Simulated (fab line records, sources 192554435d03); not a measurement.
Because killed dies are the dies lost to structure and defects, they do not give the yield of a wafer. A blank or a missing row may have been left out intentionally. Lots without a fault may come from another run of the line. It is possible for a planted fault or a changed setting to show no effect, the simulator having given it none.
fab line records	flow n5_finfet
record lots=9	wafers=26	last_day=18
route steps=1938 shown BEOL_M1@775 BEOL_M4@1111
lots untouched by any fault: they come from a run of this same line in which no faults occurred
start_h: the number of hours between the record's first day and the start of the first shown wafer of the lot	wait_h: hours since the lot's step before	" repeats the value in the row above	L1.1+2: one row covering several wafers at once	- no value present, or no start provided	* or withheld: withheld	< > ~ a bound
route shown NAME@n: NAME is a module with steps in the file, n the number in the route of the first one	usual: the fault-free wafers' mean and standard deviation	same: alike in all rows	chamber/n: place in a boat	sites: per-site readings	_std_site: standard deviation across them	_edge_site: the outer-site mean with the inner-site mean subtracted	radius_mm: for every site, how far away it sits from the centre of the wafer	mask NAME#n: copy n	behind: the tool/chamber that last shaped the wafer	hold: why the lot was held/for how many hours/how that ended	device: transistor that didn't switch, given as n, p or np	end of line: the route-end tests of the same wafers	a step given without rows: its recipe and nothing more	killed: dies lost to structure and defects at the first sort, not the wafer's yield	map: shows each die of a wafer: x if killed, . if not, _ if none is there
set.NAME: the setting the step ran with; set.NAME@STEP: the setting that earlier step ran with	model.NAME: the simulator's own value behind a step, which no gauge read
one table for each step of the route and one row for each wafer, over a sample of lots
services: from which hour (start_h, from the record's first day; less than 0 if before it) a tool's chamber was out of use, for how many hours, and why
## steps
# step N5_BEOL_M1_STRIP_19
# recipe chemistry=O2	power_w=400	temp_c=40	pressure_mtorr=30	rf_frequency_hz=6e+07	bias_power_w=0	overash_fraction=0.2	o2_flow_sccm=225
# usual drypump_motor_current_A=5.6/0.5	oes_product_au=0.81/0.088	rf_vpp_V=3.7/0.47	showerhead_plenum_p_Torr=2.11/0.087	throttle_valve_pct=16.76/0.18
# same overash_fraction=0.2
lot.wafer	tool	chamber	start_h	wait_h	drypump_motor_current_A	oes_product_au	rf_hours_counter_h	rf_vpp_V	showerhead_plenum_p_Torr	throttle_valve_pct
L508.4	rie_diel-02	2	141.92	0.2	5.8	0.89	-	3.4	2.23	16.54
L508.5	"	3	"	"	5.7	0.97	-	3.3	2.06	16.57
L508.6	"	0	"	"	5.8	0.72	-	4.2	2.10	16.94
L506.3	rie_diel-04	2	143.96	0.2	6.2	0.89	26	3.8	2.21	16.74
L506.5	"	0	"	"	4.8	0.68	-	4.0	1.98	16.96
L506.6	"	1	"	"	5.2	0.72	-	4.1	2.06	16.75
L511.2	rie_diel-05	2	159.16	0.1	5.5	0.82	83	4.7	2.03	16.71
L511.3	"	3	"	"	5.9	0.89	38	3.5	2.23	16.49
L511.4	"	0	"	"	5.4	0.71	219	3.7	1.98	16.79
L512.2	rie_diel-05	0	170.15	0.2	5.4	0.70	221	3.1	1.98	16.77
L512.5	"	1	"	"	6.3	0.70	-	3.5	2.09	16.95
L512.6	"	0	"	"	5.4	0.70	-	3.5	1.98	16.77
L517.1	rie_diel-04	3	195.61	0.2	6.2	0.79	124	3.7	2.04	17.00
L517.2	"	2	"	"	6.2	0.85	42	4.1	2.20	16.76
L520.1	rie_diel-04	2	214.13	0.2	6.1	0.83	49	3.9	2.20	16.78
L520.5	"	3	"	"	6.2	0.78	-	3.4	2.03	17.02
L520.6	"	2	"	"	6.1	0.85	-	3.9	2.20	16.77
L521.2	rie_diel-04	2	215.81	0.1	6.1	0.85	49	3.5	2.20	16.76
L521.5	"	0	"	"	4.8	0.91	-	4.1	2.24	16.50
L521.6	"	3	"	"	6.2	0.78	-	3.9	2.03	17.01
L527.3	rie_diel-02	3	243.88	0.1	5.7	0.89	41	3.2	2.05	16.64
L527.5	"	1	"	"	5.1	0.91	-	3.4	2.04	16.65
L527.6	"	0	"	"	5.8	0.70	-	4.1	2.09	17.01
L528.1	rie_diel-02	0	252.02	0.1	5.7	0.70	211	3.6	2.09	17.02
L528.2	"	1	"	"	5.1	0.89	31	4.3	2.04	16.65
L528.4	"	2	"	"	5.8	0.84	53	4.2	2.22	16.58
# step N5_BEOL_M1_CD_MEAS_18
# recipe pitch_nm=36	target_cd_nm=18
# usual cd_nm=18.0/0.31
lot.wafer	tool	chamber	start_h	wait_h	cd_nm
L508.4	cd_sem-02	-	141.97	0.0	18.0
L508.5	"	-	"	"	17.8
L508.6	"	-	"	"	18.3
L506.3	cd_sem-01	-	144.03	0.1	17.9
L506.5	"	-	"	"	17.8
L506.6	"	-	"	"	18.0
L511.2	cd_sem-01	-	159.24	0.1	17.8
L511.3	"	-	"	"	17.9
L511.4	"	-	"	"	18.1
L512.2	cd_sem-02	-	170.22	0.1	17.9
L512.5	"	-	"	"	17.8
L512.6	"	-	"	"	18.0
L517.1	cd_sem-01	-	195.68	0.0	17.8
L517.2	"	-	"	"	18.1
L520.1	cd_sem-02	-	214.20	0.0	18.3
L520.5	"	-	"	"	17.9
L520.6	"	-	"	"	18.6
L521.2	cd_sem-01	-	215.88	0.1	17.8
L521.5	"	-	"	"	16.9
L521.6	"	-	"	"	18.1
L527.3	cd_sem-03	-	243.95	0.1	17.9
L527.5	"	-	"	"	17.9
L527.6	"	-	"	"	18.3
L528.1	cd_sem-03	-	252.09	0.0	17.8
L528.2	"	-	"	"	18.2
L528.4	"	-	"	"	17.6
# step N5_BEOL_M1_ETCH_77
# recipe chemistry=N2/H2	target=underlayer	target_depth_a=65	mask_material=CAR-EUV	time_s=5.2	ion_energy_ev=200	pressure_mtorr=30	source_w=840	bias_w=150	n2_flow_sccm=200	h2_flow_sccm=200	ends=cleared
# usual drypump_motor_current_A=5.6/0.46	etch_rf_on_time_s=5.18/0.14	oes_product_au=0.69/0.084	rf_vpp_V=524/3.1	showerhead_plenum_p_Torr=2.56/0.1	throttle_valve_pct=18.01/0.18
lot.wafer	tool	chamber	start_h	wait_h	drypump_motor_current_A	etch_rf_on_time_s	oes_product_au	rf_hours_counter_h	rf_vpp_V	showerhead_plenum_p_Torr	throttle_valve_pct
L508.4	rie_diel-04	0	142.45	0.0	4.8	5.31	0.57	-	522	2.40	18.07
L508.5	"	1	"	"	5.2	5.27	0.60	-	523	2.51	17.87
L508.6	"	2	"	"	6.1	5.11	0.77	-	529	2.70	18.02
L506.3	rie_diel-05	3	144.51	0.0	5.9	5.18	0.74	34	530	2.71	17.67
L506.5	"	0	"	"	5.3	5.13	0.60	-	520	2.43	18.20
L506.6	"	1	"	"	6.3	5.44	0.58	-	520	2.55	18.28
L511.2	rie_diel-02	1	159.73	0.0	5.1	5.02	0.83	4	524	2.49	17.90
L511.3	"	3	"	"	5.7	4.92	0.83	16	525	2.51	18.01
L511.4	"	2	"	"	5.8	5.12	0.76	26	529	2.71	17.83
L512.2	rie_diel-05	0	171.31	0.0	5.4	5.18	0.59	222	521	2.43	18.20
L512.5	"	3	"	"	5.9	5.21	0.74	-	529	2.70	17.70
L512.6	"	0	"	"	5.4	5.19	0.59	-	520	2.43	18.21
L517.1	rie_diel-02	3	196.16	0.0	5.7	5.00	0.79	25	522	2.51	18.03
L517.2	"	1	"	"	5.1	4.95	0.81	14	521	2.49	17.88
L520.1	rie_diel-02	0	215.06	0.0	5.8	5.19	0.61	199	523	2.53	18.12
L520.5	"	2	"	"	5.8	5.21	0.73	-	529	2.70	17.87
L520.6	"	3	"	"	5.7	5.06	0.77	-	521	2.51	18.05
L521.2	rie_diel-02	0	216.39	0.0	5.8	5.18	0.61	200	525	2.53	18.12
L521.5	"	1	"	"	5.1	5.02	0.79	-	524	2.49	17.91
L521.6	"	2	"	"	5.8	5.22	0.73	-	527	2.70	17.86
L527.3	rie_diel-02	3	244.43	0.0	5.7	5.07	0.76	41	524	2.50	18.04
L527.5	"	1	"	"	5.1	5.01	0.77	-	523	2.48	17.96
L527.6	"	2	"	"	5.9	5.17	0.72	-	527	2.70	17.92
L528.1	rie_diel-02	1	252.70	0.0	5.1	5.02	0.78	32	523	2.48	17.95
L528.2	"	0	"	"	5.8	5.22	0.60	211	525	2.52	18.16
L528.4	"	2	"	"	5.9	5.20	0.72	53	527	2.70	17.89
# step N5_BEOL_M1_ETCHBACK_99
# recipe chemistry=CHF3	target=SiO2	target_depth_a=50	time_s=10.4	source_w=215	bias_w=47	Ar_flow_sccm=200	CHF3_flow_sccm=12	ion_energy_ev=100	pressure_mtorr=30
# usual drypump_motor_current_A=5.6/0.47	oes_product_au=0.82/0.096	rf_vpp_V=243/3.3	showerhead_plenum_p_Torr=2.17/0.083	throttle_valve_pct=17.16/0.18
lot.wafer	tool	chamber	start_h	wait_h	drypump_motor_current_A	oes_product_au	rf_hours_counter_h	rf_vpp_V	showerhead_plenum_p_Torr	throttle_valve_pct
L508.4	rie_diel-04	2	143.62	1.0	6.2	0.89	-	249	2.29	17.26
L508.5	"	1	"	"	5.1	0.71	-	239	2.14	17.26
L508.6	"	0	"	"	4.8	0.68	-	241	2.03	17.32
L506.3	rie_diel-04	1	146.89	2.1	5.2	0.71	213	239	2.14	17.24
L506.5	"	1	"	"	5.2	0.71	-	240	2.14	17.25
L506.6	"	3	"	"	6.2	0.80	-	238	2.09	17.36
L511.2	rie_diel-02	0	161.36	1.5	5.7	0.72	183	245	2.14	17.32
L511.3	"	1	"	"	5.1	0.96	5	244	2.13	17.14
L511.4	"	2	"	"	5.9	0.89	27	245	2.27	16.84
L512.2	rie_diel-04	0	174.66	3.0	4.8	0.96	2	243	2.29	16.85
L512.5	"	1	"	"	5.2	0.70	-	240	2.13	17.27
L512.6	"	0	"	"	4.8	0.96	-	244	2.29	16.84
L517.1	rie_diel-04	0	203.90	7.6	4.8	0.92	11	243	2.29	16.87
L517.2	"	2	"	"	6.2	1.18	44	247	2.28	17.30
L520.1	rie_diel-02	1	215.98	0.8	5.1	0.92	21	243	2.12	17.17
L520.5	"	3	"	"	5.7	0.91	-	243	2.10	17.04
L520.6	"	0	"	"	5.7	0.71	-	244	2.14	17.34
L521.2	rie_diel-02	2	230.36	13.8	5.8	0.86	48	245	2.26	16.87
L521.5	"	1	"	"	5.1	0.91	-	244	2.12	17.18
L521.6	"	2	"	"	5.8	0.86	-	245	2.26	16.88
L527.3	rie_diel-02	3	245.42	0.8	5.7	0.88	41	242	2.10	17.04
L527.5	"	0	"	"	5.7	0.69	-	243	2.13	17.35
L527.6	"	1	"	"	5.1	0.90	-	244	2.12	17.19
L528.1	rie_diel-02	1	255.26	2.3	5.1	0.90	32	243	2.12	17.18
L528.2	"	0	"	"	5.7	0.71	212	243	2.13	17.38
L528.4	"	0	"	"	5.8	0.71	-	243	2.13	17.38
# step N5_BEOL_M4_RC_MEAS_101
# usual DIBL_N=36.4/1.6	DIBL_P=36.2/1.8	IOFF_N=0.159/0.029	IOFF_P=0.21/0.034	ION_N=670/12	ION_P=459/8.2	SS_N=71.5/0.59	SS_P=73.2/0.54	VT_N=250/3.3	VT_P=-250/3.7
lot.wafer	tool	chamber	start_h	wait_h	DIBL_N[mV/V]	DIBL_P[mV/V]	IOFF_N[nA/um]	IOFF_P[nA/um]	ION_N[uA/um]	ION_P[uA/um]	SS_N[mV/dec]	SS_P[mV/dec]	VT_N[mV]	VT_P[mV]
L506.3	prober-02	0	188.80	0.3	35.8	37.4	0.150	0.20	673	460	71.2	73.4	248	-251
L506.5	"	0	"	"	36.6	37.3	0.153	0.20	659	447	71.3	73.6	251	-252
L506.6	"	0	"	"	36.6	37.5	0.164	0.21	671	459	71.5	73.1	251	-254
L508.4	prober-02	0	204.10	0.5	34.8	33.3	0.133	0.20	674	465	70.2	73.3	252	-249
L508.5	"	0	"	"	37.0	35.7	0.170	0.24	685	464	71.5	72.6	248	-247
L508.6	"	0	"	"	36.3	34.5	0.144	0.22	658	459	71.6	73.3	252	-247
L512.2	prober-01	0	216.72	0.2	35.7	36.0	0.152	0.24	668	469	71.6	73.0	248	-247
L512.5	"	0	"	"	37.6	38.7	0.200	0.28	680	470	71.9	73.7	246	-248
L512.6	"	0	"	"	37.2	38.2	0.187	0.27	688	472	72.0	74.3	244	-246
L511.2	prober-02	0	217.85	0.2	33.8	34.1	0.128	0.17	663	456	71.1	72.2	251	-250
L511.3	"	0	"	"	38.0	39.1	0.205	0.24	686	462	72.1	73.4	247	-246
L511.4	"	0	"	"	36.7	37.2	0.165	0.19	679	464	71.7	73.5	248	-254
L520.1	prober-02	0	258.39	0.0	35.5	35.8	0.130	0.20	656	452	71.0	73.0	253	-251
L520.5	"	0	"	"	35.2	35.1	0.126	0.18	668	461	70.8	72.8	254	-252
L520.6	"	0	"	"	36.1	32.9	0.127	0.15	643	445	72.0	72.8	256	-255
L517.1	prober-01	0	259.90	0.0	37.5	36.6	0.162	0.19	655	444	71.5	73.4	254	-254
L517.2	"	0	"	"	36.5	36.5	0.153	0.20	663	457	71.3	73.3	250	-253
L521.2	prober-02	0	285.85	0.2	34.7	34.2	0.115	0.17	649	448	70.8	72.9	254	-255
L521.5	"	0	"	"	36.9	36.8	0.151	0.23	661	456	71.6	73.2	249	-250
L521.6	"	0	"	"	36.5	35.8	0.152	0.20	657	452	70.8	73.2	252	-253
L527.3	prober-02	0	311.25	0.3	35.5	34.9	0.113	0.14	649	443	71.2	72.3	257	-262
L527.5	"	0	"	"	38.6	39.7	0.190	0.20	673	453	72.2	73.7	250	-253
L527.6	"	0	"	"	36.9	37.1	0.152	0.16	675	455	71.9	72.9	251	-258
L528.1	prober-01	0	331.48	0.0	36.1	37.1	0.157	0.22	657	458	71.7	73.4	253	-250
L528.2	"	0	"	"	37.3	39.1	0.196	0.26	689	472	71.7	73.6	247	-248
L528.4	"	0	"	"	33.1	34.9	0.117	0.19	652	460	70.8	72.5	253	-250
## services
tool	chamber	start_h	hours	kind
rie_diel-02	1	126.64	-	clean
rie_diel-02	1	126.64	-	consumable_replace:focus_ring
rie_diel-02	1	126.64	20.7	scheduled_down
rie_diel-02	1	126.64	20.7	vent_cycle
rie_diel-04	3	138.80	6.5	repair
rie_diel-04	0	145.27	-	clean
rie_diel-04	0	145.27	-	consumable_replace:focus_ring
rie_diel-04	0	145.27	-	consumable_replace:showerhead
rie_diel-04	0	145.27	22.0	scheduled_down
rie_diel-04	0	145.27	22.0	vent_cycle
rie_diel-02	2	146.85	7.3	repair
rie_diel-02	-	174.45	5.9	repair
rie_diel-05	-	207.71	14.6	pm
rie_diel-05	1	238.66	19.1	repair
rie_diel-02	3	253.47	2.3	repair
## key
first_sign step=N5_BEOL_M1_ETCHBACK_99	reading=oes_product_au	direction=up	sigmas=3.8	usual=0.82	struck=1.18
effect none on later readings
met_at N5_BEOL_M1_ETCHBACK_99
struck_lots L517
struck_wafers L517.2
not_acting_at N5_BEOL_M1_STRIP_19,N5_BEOL_M1_CD_MEAS_18,N5_BEOL_M1_ETCH_77
onset_between 174.66 203.90
fault kind=process_parameter_drift	tool=rie_diel-04	chamber=-	onset_h=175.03	steps=N5_BEOL_M1_ETCHBACK_99	channel=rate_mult	offset=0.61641	shape=step	end_h=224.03	scope=struck_wafers_only
